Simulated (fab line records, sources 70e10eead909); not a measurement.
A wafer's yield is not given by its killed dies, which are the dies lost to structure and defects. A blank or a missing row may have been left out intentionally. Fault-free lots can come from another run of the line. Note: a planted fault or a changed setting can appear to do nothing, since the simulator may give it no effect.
A lot that was struck, set against a sound lot / flow nand harc / 15 steps out of a route of 1159
Sound: these wafers, L379.2, L379.3, L379.6. The struck wafers were L383.4, L383.5, L383.6. The cause comes at the end.
At each step with rows: each side's tool, then ch and its chambers, then its first start. Under that, the readings that differ: sound wafers / struck wafers / difference of the means / sigmas: that difference in standard deviations of wafers without a fault.
alike: words and numbers the same on both sides, and readings whose means are apart by under 2 such deviations; not compared: readings that were withheld, readings missing a value for some wafer, numbers with overlapping values and no deviation given by the record, and bounds like >300 which may hide the same value.
A row with sigmas, a row that says differs or no value, or rows on one side alone: a step with any of these is where the two part. Non-overlapping numbers with no deviation appear without sigmas and do not part them. A reading missing from all wafers of one side parts the sides only when that side holds two or more wafers.

NHARC_P_BONDPAD_CD_MEAS_09: the cd target is 500 nm.
  sound on cd sem-02 ch 0, day 6 18:27; struck on cd sem-02 ch 0, day 7 17:25
  alike: cd nm
NHARC_P_BONDPAD_OVL_MEAS_38:
  sound: overlay-02 at day 6 18:32; struck: overlay-02 at day 7 17:30
  alike: overlay x nm, overlay y nm
then, 1 step without rows for these wafers: NHARC_P_BONDPAD_HARDBAKE_10 (time 65 s).
NHARC_P_BONDPAD_DESCUM_11: chemistry O2, time 3 s.
  sound on rie diel-04 ch 1,2, day 6 18:40; struck on rie diel-08 ch 0,2,3, day 7 17:38
reading=drypump motor current A (A); sound=6.3 6.5 6.6; struck=5.4 5.4 5.6; difference=-1.0; sigmas=-3
reading=oes product au (a.u.); sound=1.009 1.040 1.033; struck=1.009 1.012 1.001; difference=-0.020; sigmas=-2
  alike: chamber pressure mTorr, rf vpp V, showerhead plenum p Torr, throttle valve pct
  not compared: rf hours counter h
NHARC_P_BONDPAD_ETCH_37: etches the open film in N2/H2, target depth 60 nm, overetch 18 nm, time 65.91 s.
  sound on rie diel-04 ch 0,1,2, day 6 18:46; struck on rie diel-08 ch 1,2,3, day 7 17:43
reading=drypump motor current A (A); sound=6.5 5.8 6.3; struck=5.6 5.1 5.4; difference=-0.8; sigmas=-2
  alike: chamber pressure mTorr, oes product au, rf vpp V, showerhead plenum p Torr, throttle valve pct
  not compared: rf hours counter h
NHARC_P_BONDPAD_ETCH_12: etches the open film in CHF3/O2, target depth 200 nm, time 100 s.
  sound: rie diel-04 ch 1,2; struck: rie diel-08 ch 0,1,3
reading=drypump motor current A (A); sound=6.3 6.5 6.5; struck=5.1 5.5 5.6; difference=-1.0; sigmas=-3
reading=oes product au (a.u.); sound=0.988 0.981 0.988; struck=0.940 0.941 0.931; difference=-0.048; sigmas=-2
  alike: chamber pressure mTorr, rf vpp V, showerhead plenum p Torr, throttle valve pct
  not compared: rf hours counter h
NHARC_P_BONDPAD_CD_MEAS_13:
  sound: cd sem-02 at day 6 18:59; struck: cd sem-01 at day 7 17:56
  alike: cd nm
then, 3 steps without rows for these wafers: NHARC_P_BONDPAD_STRIP_15 (strips in O2); NHARC_P_BONDPAD_ETCH_24 (etches the open film in CF4/N2, target depth 30 nm, time 72.99 s); NHARC_P_BONDPAD_STRIP_16 (strips in post etch residue remover, time 600 s).
NHARC_P_BONDPAD_DEGAS_25: time 60 s.
  sound: pvd sputter-03 at day 6 19:38; struck: pvd sputter-03 at day 7 18:34
  alike: heater power w
NHARC_P_BONDPAD_PRE_CLEAN_26: time 30 s.
  sound on pvd sputter-03; struck on pvd sputter-03
  alike: heater power w
NHARC_P_BONDPAD_PVD_17: deposits TaN, target thk 5 nm, time 8.06 s.
  sound: pvd sputter-03 at day 6 19:45; struck: pvd sputter-03 at day 7 19:00
  alike: cathode dc power W, throttle valve pct
then, 2 steps without rows for these wafers: NHARC_P_BONDPAD_PVD_27 (deposits Cu, target thk 30 nm, time 20.49 s); NHARC_END_SORT_01.

## WHERE THEY PART
Earliest at NHARC_P_BONDPAD_DESCUM_11; latest, in this record, at NHARC_P_BONDPAD_ETCH_12. Later steps at which nothing parts them and some readings are alike: NHARC_P_BONDPAD_CD_MEAS_13, NHARC_P_BONDPAD_DEGAS_25, NHARC_P_BONDPAD_PRE_CLEAN_26, NHARC_P_BONDPAD_PVD_17.

WHY: the cause the simulator had injected
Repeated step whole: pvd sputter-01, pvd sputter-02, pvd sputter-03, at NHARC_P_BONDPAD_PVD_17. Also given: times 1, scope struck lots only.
